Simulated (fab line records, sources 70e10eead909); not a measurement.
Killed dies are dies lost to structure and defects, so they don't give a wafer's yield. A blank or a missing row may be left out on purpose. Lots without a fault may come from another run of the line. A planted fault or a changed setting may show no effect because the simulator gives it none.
Which tool did it? | flow nand_harc | 13 lots, 38 wafers sampled, at 2 steps of a route of 1302

WHAT THE GAUGES READ, wafer by wafer
NHARC_A_CHANNEL_HOLE_D2_INSPECT_40. Usual: raw_defect_count 273, standard deviation 73.
lot  | measured     | on                | raw_defect_count | flag
L451 | day 14 02:01 | defect_inspect-01 | 391 286 324      |
L452 | day 14 18:20 | defect_inspect-02 | 339 308 321      |
L454 | day 15 05:36 | defect_inspect-02 | 321 233 273      |
L456 | day 15 22:11 | defect_inspect-02 | 255 259 239      |
L457 | day 16 16:02 | defect_inspect-02 | 287 377 266      |
L459 | day 17 04:53 | defect_inspect-02 | 349 282 310      |
L458 | day 17 09:02 | defect_inspect-01 | 281 290 285      |
L461 | day 18 00:44 | defect_inspect-02 | 185 250 201      |
L462 | day 18 03:13 | defect_inspect-01 | 259 225 227      |
L463 | day 19 18:31 | defect_inspect-01 | 363 476 339      |
L471 | day 22 06:47 | defect_inspect-02 | 176 210          |
L473 | day 22 23:35 | defect_inspect-01 | 574 400 305      |
L472 | day 23 03:19 | defect_inspect-02 | 244 282 236      |

WHICH TOOL RAN EACH LOT (tool, then ch and the chambers of the sampled wafers, then the start)
lot  | NHARC_A_CHANNEL_HOLE_D2_ETCH_23
L451 | har_etch-02 ch 0,1, day 13 21:44
L452 | har_etch-02 ch 0, day 14 14:13
L454 | har_etch-01 ch 0,1, day 15 01:27
L456 | har_etch-01 ch 0,1, day 15 18:15
L457 | har_etch-01 ch 0,1, day 16 12:01
L459 | har_etch-01 ch 0,1, day 17 00:44
L458 | har_etch-01 ch 0,1, day 17 04:46
L461 | har_etch-02 ch 0,1, day 17 20:40
L462 | har_etch-01 ch 0,1, day 17 22:57
L463 | har_etch-01 ch 0,1, day 19 14:11
L471 | har_etch-01 ch 0, day 22 02:43
L473 | har_etch-01 ch 0,1, day 22 19:01
L472 | har_etch-01 ch 0,1, day 22 23:16
- NHARC_A_CHANNEL_HOLE_D2_ETCH_23: etches the open film in C4F8/O2/Ar, time 819 s, target depth 1600 nm.

WHAT THE TOOLS THEMSELVES READ (means of the sampled wafers that have a number; where no wafer has one, the mark that the record gives instead)
NHARC_A_CHANNEL_HOLE_D2_ETCH_23. Usual: drypump_motor_current_A 5.5 A, standard deviation 0.61; showerhead_plenum_p_Torr 3.62 Torr, standard deviation 0.078; throttle_valve_pct 32.155 %, standard deviation 0.0094.
lot  | tool        | drypump_motor_current_A (A) | showerhead_plenum_p_Torr (Torr) | throttle_valve_pct (%) | flag
L451 | har_etch-02 | 5.9                         | 3.74                            | 32.160                 |
L452 | har_etch-02 | 6.4                         | 3.73                            | 32.150                 |
L454 | har_etch-01 | 5.6                         | 3.59                            | 32.160                 |
L456 | har_etch-01 | 5.3                         | 3.58                            | 32.161                 |
L457 | har_etch-01 | 5.3                         | 3.57                            | 32.158                 |
L459 | har_etch-01 | 5.6                         | 3.57                            | 32.156                 |
L458 | har_etch-01 | 5.3                         | 3.57                            | 32.146                 |
L461 | har_etch-02 | 5.4                         | 3.70                            | 32.156                 |
L462 | har_etch-01 | 5.3                         | 3.56                            | 32.149                 |
L463 | har_etch-01 | 5.6                         | 3.55                            | 32.147                 |
L471 | har_etch-01 | 5.9                         | 3.54                            | 32.158                 |
L473 | har_etch-01 | 5.6                         | 3.52                            | 32.163                 |
L472 | har_etch-01 | 5.6                         | 3.52                            | 32.150                 |

THE ANSWER, worked out from the rows above alone
Rule: a lot is off if the mean of its wafers that have a number lies more than 3 standard deviations from the usual mean. A lot without any number at a reading at which 4 lots or more have one is off too. The other lots that the step has rows for count as sound. The gauges are gone through in route order, then the tools' own readings, and for those a lot's mean is taken as printed above. The first step at which some lot is off is used, and at that step the reading that is off furthest; a lot without a number counts as furthest.
No lot is off at any reading shown: from this, nothing can be told.

WHAT THE SIMULATOR HAD PUT IN
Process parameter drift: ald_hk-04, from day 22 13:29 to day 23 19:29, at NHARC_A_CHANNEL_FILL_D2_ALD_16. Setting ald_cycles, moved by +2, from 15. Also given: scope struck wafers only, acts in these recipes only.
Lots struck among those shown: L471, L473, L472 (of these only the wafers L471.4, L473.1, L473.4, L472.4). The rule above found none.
